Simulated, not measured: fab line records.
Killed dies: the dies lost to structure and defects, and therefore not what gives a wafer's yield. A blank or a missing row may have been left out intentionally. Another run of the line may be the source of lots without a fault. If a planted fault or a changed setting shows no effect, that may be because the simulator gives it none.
Lot-split experiment / flow n5Finfet / 7 lots, 21 wafers read, on a route of 1938 steps

THE SPLIT ITSELF
At N5_BEOL_M6_EXPOSE_25 (exposes mask V5, target cd 40 nm), the setting doseMj was moved away from the recipe's 45 on 9 of the 21 wafers read, by -6.7% to +5.0%. This setting was run at the recipe's value on the other wafers.

FROM THE SPLIT TO THE READING: what the file shows between them, 2 steps
- N5_BEOL_M6_PEB_26: peb time 60 s
- N5_BEOL_M6_DEVELOP_27: develop time 30 s

THE READING
cdNm at N5_BEOL_M6_CD_MEAS_28, given in nm (cd target 40 nm). Fault-free wafers of this fab line usually give 39.97 nm, standard deviation 0.24 nm.

wafer=L077.4; tool, chamber at the split=euvScanner-02, 0; doseMj as run=45; against the recipe=recipe; cdNm, nm=40.38; against lot-mates on the recipe=-
wafer=L077.5; tool, chamber at the split=euvScanner-02, 0; doseMj as run=46.05; against the recipe=+2.3%; cdNm, nm=40.49; against lot-mates on the recipe=+0.46
wafer=L077.6; tool, chamber at the split=euvScanner-02, 0; doseMj as run=45; against the recipe=recipe; cdNm, nm=39.67; against lot-mates on the recipe=-
wafer=L082.2; tool, chamber at the split=euvScanner-02, 0; doseMj as run=45; against the recipe=recipe; cdNm, nm=39.89; against lot-mates on the recipe=-
wafer=L082.5; tool, chamber at the split=euvScanner-02, 0; doseMj as run=45; against the recipe=recipe; cdNm, nm=39.76; against lot-mates on the recipe=-
wafer=L082.6; tool, chamber at the split=euvScanner-02, 0; doseMj as run=45; against the recipe=recipe; cdNm, nm=39.61; against lot-mates on the recipe=-
wafer=L085.3; tool, chamber at the split=euvScanner-01, 0; doseMj as run=47.27; against the recipe=+5.0%; cdNm, nm=41.07; against lot-mates on the recipe=+1.33
wafer=L085.4; tool, chamber at the split=euvScanner-01, 0; doseMj as run=45; against the recipe=recipe; cdNm, nm=39.74; against lot-mates on the recipe=-
wafer=L085.5; tool, chamber at the split=euvScanner-01, 0; doseMj as run=45; against the recipe=recipe; cdNm, nm=39.74; against lot-mates on the recipe=-
wafer=L087.3; tool, chamber at the split=euvScanner-01, 0; doseMj as run=45; against the recipe=recipe; cdNm, nm=39.93; against lot-mates on the recipe=-
wafer=L087.4; tool, chamber at the split=euvScanner-01, 0; doseMj as run=46.3; against the recipe=+2.9%; cdNm, nm=40.79; against lot-mates on the recipe=+0.63
wafer=L087.6; tool, chamber at the split=euvScanner-01, 0; doseMj as run=45; against the recipe=recipe; cdNm, nm=40.39; against lot-mates on the recipe=-
wafer=L091.1; tool, chamber at the split=euvScanner-02, 0; doseMj as run=41.98; against the recipe=-6.7%; cdNm, nm=38.08; against lot-mates on the recipe=-1.88
wafer=L091.2; tool, chamber at the split=euvScanner-02, 0; doseMj as run=45; against the recipe=recipe; cdNm, nm=39.96; against lot-mates on the recipe=-
wafer=L091.3; tool, chamber at the split=euvScanner-02, 0; doseMj as run=41.98; against the recipe=-6.7%; cdNm, nm=38.28; against lot-mates on the recipe=-1.68
wafer=L092.1; tool, chamber at the split=euvScanner-01, 0; doseMj as run=43.88; against the recipe=-2.5%; cdNm, nm=38.88; against lot-mates on the recipe=-0.98
wafer=L092.3; tool, chamber at the split=euvScanner-01, 0; doseMj as run=45; against the recipe=recipe; cdNm, nm=39.86; against lot-mates on the recipe=-
wafer=L092.5; tool, chamber at the split=euvScanner-01, 0; doseMj as run=43.88; against the recipe=-2.5%; cdNm, nm=39.41; against lot-mates on the recipe=-0.45
wafer=L095.1; tool, chamber at the split=euvScanner-01, 0; doseMj as run=43.79; against the recipe=-2.7%; cdNm, nm=39.25; against lot-mates on the recipe=-0.87
wafer=L095.2; tool, chamber at the split=euvScanner-01, 0; doseMj as run=43.79; against the recipe=-2.7%; cdNm, nm=39.28; against lot-mates on the recipe=-0.84
wafer=L095.5; tool, chamber at the split=euvScanner-01, 0; doseMj as run=45; against the recipe=recipe; cdNm, nm=40.12; against lot-mates on the recipe=-

FIT RESULTS
A straight line over all 21 wafers: cdNm changes by +0.257 nm for each +1% of doseMj; r = +0.95; the points scatter about the line by 0.23 nm.
The same after taking each lot's own level away (the mean of its wafers on the recipe; 21 wafers): +0.264 nm for each +1%; r = +0.97; scatter 0.18 nm.
Per that fit: largest doseMj move, reading shift of 1.8 nm.
The span of the lots' own levels, 39.740 to 40.160 nm, comes to 1.7 times the standard deviation stated above.
So the lot-to-lot level changes the slope little: the two slopes agree.
Check: for one of the wafers moved furthest among these (-6.7%), held out of the fit, the line's prediction against its lot-mates is -1.77 nm. It came out at -1.88 nm against them.

OTHER SPLITS APPLIED TO THESE WAFERS
Note: prior to the reading, these wafers also went through further splits. Each is held against what the fit with the lots' levels taken away leaves over:
other split on the same wafers=N5_BEOL_M4_ETCH_64 biasW; wafers away from the commonest value=4; r with cdNm (lot level and that fit taken away)=+0.00
other split on the same wafers=N5_BEOL_M4_COAT_22 spinRpm; wafers away from the commonest value=7; r with cdNm (lot level and that fit taken away)=+0.03
other split on the same wafers=N5_BEOL_M5_ETCH_41 sourceW; wafers away from the commonest value=5; r with cdNm (lot level and that fit taken away)=-0.03
other split on the same wafers=N5_BEOL_M6_COAT_63 spinRpm; wafers away from the commonest value=3; r with cdNm (lot level and that fit taken away)=-0.35

THE WHOLE CHAIN: every reading that the file lists as answering this split, in the file's order
step=N5_BEOL_M6_CD_MEAS_28; what it does=target cd 40 nm; reading=cdNm; change (the file's fit)=+0.262 nm for each +1% of the setting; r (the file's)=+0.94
step=N5_BEOL_M6_DESCUM_33; what it does=chemistry O2, time 7 s; reading=BEOL_M6.cdNm (the simulator's own value, which no gauge read); change (the file's fit)=+0.238 nm for each +1% of the setting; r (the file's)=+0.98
step=N5_BEOL_M6_ETCH_72; what it does=etches underlayer in N2/H2, target depth 6.5 nm, time 5.2 s; reading=BEOL_M6.cdNm (the simulator's own value, which no gauge read); change (the file's fit)=+0.248 nm for each +1% of the setting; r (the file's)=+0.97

FILE'S OWN FIT
cdNm changes by +0.262 nm for each +1% of doseMj, r = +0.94.
